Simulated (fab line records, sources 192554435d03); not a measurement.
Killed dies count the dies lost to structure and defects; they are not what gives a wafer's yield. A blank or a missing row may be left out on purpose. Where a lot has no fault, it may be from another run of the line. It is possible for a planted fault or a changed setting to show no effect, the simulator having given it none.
A lot that was struck, set against a sound lot | flow n5Finfet | 14 out of 1938 route steps
Sound: these wafers, L828.1, L828.2, L828.4. Struck: wafer L838.4 (L838.3, L838.5, from the same lot, were not struck and are left out); the cause is given at the end.
Each step with rows lists, per side, the tool, then ch with its chambers, then its first start. Under that, the readings that differ: sound wafers | struck wafers | difference of the means | sigmas: that difference in standard deviations of wafers without a fault.
alike: words and numbers the same on both sides, and readings whose means are apart by under 2 such deviations; not compared: readings that were withheld, readings missing a value for some wafer, numbers with overlapping values and no deviation given by the record, and bounds like >300 which may hide the same value.
The two part at a step that has a row with sigmas, a row that says differs or no value, or rows on one side only. Numbers that have no deviation but don't overlap get no sigmas and don't part them. A reading missing from all wafers of one side parts the sides only when that side holds two or more wafers.

N5_BEOL_M5_STRIP_91: strips in N2/H2, time 10 s.
  sound: rieDiel-04 ch 1,2,3; struck: rieDiel-04 ch 2
  alike: drypumpMotorCurrentA, oesProductAu, rfVppV, showerheadPlenumPTorr, throttleValvePct
  not compared: rfHoursCounterH
N5_BEOL_M5_OCD_MEAS_38:
  sound on ocd-01, day 9 14:01; struck on ocd-01, day 12 05:50
  alike: trenchDepthNm
then, 4 steps without rows for these wafers: N5_BEOL_M5_HM_STRIP_39 (strips TiN in peroxide tin strip, target depth 25 nm, time 158 s); N5_BEOL_M5_SRD_40 (time 30 s); N5_BEOL_M5_PRECLEAN_42 (cleans in residue remover, time 60 s); N5_BEOL_M5_SRD_43 (time 30 s).
N5_BEOL_M5_CD_MEAS_35: target cd 28 nm, target cd y 24 nm.
  sound on cdSem-01, day 9 14:10; struck on cdSem-01, day 12 06:00
  alike: cdNm
N5_BEOL_M5_CURE_80: cures SiCOH lowk, time 120 s.
  sound on uvCure-02 ch 2, day 9 14:12; struck on uvCure-03 ch 2, day 12 06:14
reading          | sound             | struck | difference | sigmas
lampPowerPct (%) | 52.24 52.32 52.45 | 52.21  | -0.13      | -2
  alike: wafer_temp_C_max
N5_BEOL_M5_DEGAS_44: time 60 s.
  sound on pvdSputter-02, day 9 14:31; struck on pvdSputter-01, day 12 08:31
  alike: heaterPowerW, susceptorTempC
N5_BEOL_M5_PRE_CLEAN_45: time 30 s.
  sound on pvdSputter-02, day 9 14:34; struck on pvdSputter-01, day 12 08:34
  alike: heaterPowerW, susceptorTempC
N5_BEOL_M5_ALD_86: deposits TaN, pulse time 2 s, purge time 3 s, co reactant purge time 2 s.
  sound on aldMetal-01 ch 1,2,3, day 9 14:51; struck on aldMetal-02 ch 0, day 12 08:37
  alike: heaterPowerW, susceptorTempC
then, 1 step without rows for these wafers: N5_BEOL_M5_SURFACE_TREAT_87.
N5_BEOL_M5_CVD_47: deposits Co from CCTBA/H2, target thk 3 nm, time 216 s.
  sound on cvdCo-02 ch 0,1, day 9 16:46; struck on cvdCo-01 ch 1, day 12 08:55
reading        | sound             | struck | difference | sigmas
runLengthS (s) | 239.0 238.4 239.0 | 179.3  | -59.5      | -99 or more
then, 1 step without rows for these wafers: N5_BEOL_M5_SPUTTER_48 (material Cu, target thk 15 nm, time 27.62 s).

== WHERE THEY PART ==
First at N5_BEOL_M5_CURE_80; last, within this record, at N5_BEOL_M5_CVD_47.

WHY: what had been put in by the simulator
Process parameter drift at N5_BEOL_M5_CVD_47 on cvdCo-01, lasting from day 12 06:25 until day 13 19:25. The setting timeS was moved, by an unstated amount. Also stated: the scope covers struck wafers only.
